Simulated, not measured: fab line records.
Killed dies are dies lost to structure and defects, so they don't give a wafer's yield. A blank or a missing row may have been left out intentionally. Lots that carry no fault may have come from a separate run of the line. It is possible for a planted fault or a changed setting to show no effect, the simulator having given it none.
A lot that was struck, set against a sound lot + flow n5-finfet + 16 steps out of a route of 1938
Sound: the wafers L328.2, L328.4, L328.6. Wafers struck: L339.2, L339.3, L339.5. Last of all comes the cause.
Order at every step that has rows: each side's tool, ch and its chambers, its first start. Under that, the readings that differ: sound wafers + struck wafers + difference of the means + sigmas: that difference in standard deviations of wafers without a fault.
alike: same words and numbers on both sides, and readings whose means sit less than 2 such deviations apart. not compared: any withheld reading, any reading some wafer has no value for, any bound like >300 that may hide the same value, and any number with overlapping values for which the record gives no deviation.
Wherever a step has rows on one side only, a row that says differs or no value, or a row with sigmas, the two part there. Non-overlapping numbers with no deviation appear without sigmas and do not part them. A reading that every wafer of one side lacks parts them only if that side has two wafers or more.

first, 4 steps without rows for these wafers: N5_SD_EPI_N_WET_ETCH_43 (etches SiO2 in dHF, time 14 s, target depth 1.5 nm); N5_SD_EPI_N_STRIP_18 (strips in SPM, time 750 s); N5_SD_EPI_N_SRD_20 (time 30 s); N5_SD_EPI_N_PRECLEAN_48 (cleans in NF3:NH3, afs cycles 2, time 20 s, sublimation time 60 s).
N5_SD_EPI_N_VAPOR_ETCH_50: etches Si in HCl, time 54 s.
  sound on epi-rpcvd-03 ch 0, day 3 07:13; struck on epi-rpcvd-01 ch 0, day 6 09:02
| reading            | sound          | struck         | difference | sigmas |
|--------------------|----------------|----------------|------------|--------|
| lamp-inner-pct (%) | 18.3 18.3 18.3 | 21.0 21.0 21.3 | +2.8       | +2     |
  alike: throttle-valve-pct
then, 1 step without rows for these wafers: N5_SD_EPI_N_EPI_21 (deposits Si:P, time 690 s).
N5_SD_EPI_N_EPI_MEAS_23:
  sound on film-metro-02 at day 3 09:05; struck on film-metro-02 at day 6 12:19
  alike: thk-nm
then, 3 steps without rows for these wafers: N5_SD_EPI_N_PRECLEAN_24 (cleans in O3/DIW, time 60 s); N5_SD_EPI_N_SRD_25 (time 30 s); N5_SD_EPI_N_PRECLEAN_49 (cleans in NF3:NH3, afs cycles 1, time 20 s, sublimation time 60 s).
N5_SD_EPI_N_LINER_46: material SiNx, target thk 3 nm.
  sound on ald-sin-04 ch 2,3, day 3 10:12; struck on ald-sin-03 ch 0,2,3, day 6 13:01
  alike: heater-power-outer-w, heater-power-w
N5_SD_EPI_N_INSPECT_26: inspects for defects (darkfield).
  sound on defect-inspect-01 at day 3 10:27; struck on defect-inspect-01 at day 6 13:16
  alike: raw-defect-count
N5_SD_EPI_P_COAT_34: time 60 s, resist thk 350 nm.
  sound on litho-track-01 ch 0, day 3 10:29; struck on litho-track-03 ch 0, day 6 13:18
| reading                  | sound                | struck               | difference | sigmas      |
|--------------------------|----------------------|----------------------|------------|-------------|
| heater-power-total-W (W) | 500.6 499.5 497.9    | 817.5 815.2 816.0    | +316.9     | +99 or more |
| plate-temp-C (C)         | 249.94 250.11 250.20 | 262.34 262.56 262.62 | +12.42     | +78         |
  alike: chill-plate-temp-C
then, 1 step without rows for these wafers: N5_SD_EPI_P_COAT_35 (time 60 s, resist thk 35 nm).
-- a jump in the record: the struck wafers' starts before and after are 5 days apart (it breaks off in module SD_EPI_P and resumes in module BEOL_M4, where the first step shown is number 1111 of the route) --
N5_BEOL_M4_RC_MEAS_101:
  sound on prober-02 ch 0, day 8 04:31; struck on prober-02 ch 0, day 11 03:58
  alike: DIBL_N, DIBL_P, IOFF_N, IOFF_P, ION_N, ION_P, SS_N, SS_P, VT_N, VT_P
-- here the record skips 5 days between the struck wafers' starts before and after, leaving off in module BEOL_M4 and picking up in module PASSIVATION (first step shown: number 1936 of the route) --
N5_PASSIVATION_PROBE_49:
  sound on prober-01 at day 12 21:28; struck on prober-01 at day 15 20:01
  alike: defect-limited-yield, killed_at_M0_to_M3, killed_at_M4_up, killed-at-contacts, killed-at-front-end, killed-at-other, killed-dies, killed-open, killed-short, sort_bin_5_function, sort_bin_6_memory, sort_bin_8_speed, sort-n-pass, sort-yield-pct

## WHERE THEY PART
At N5_SD_EPI_N_VAPOR_ETCH_50 first; at N5_SD_EPI_P_COAT_34 last (within this record only). Later steps at which nothing parts them and some readings are alike: N5_BEOL_M4_RC_MEAS_101, N5_PASSIVATION_PROBE_49.

WHY: whatever the simulator had introduced
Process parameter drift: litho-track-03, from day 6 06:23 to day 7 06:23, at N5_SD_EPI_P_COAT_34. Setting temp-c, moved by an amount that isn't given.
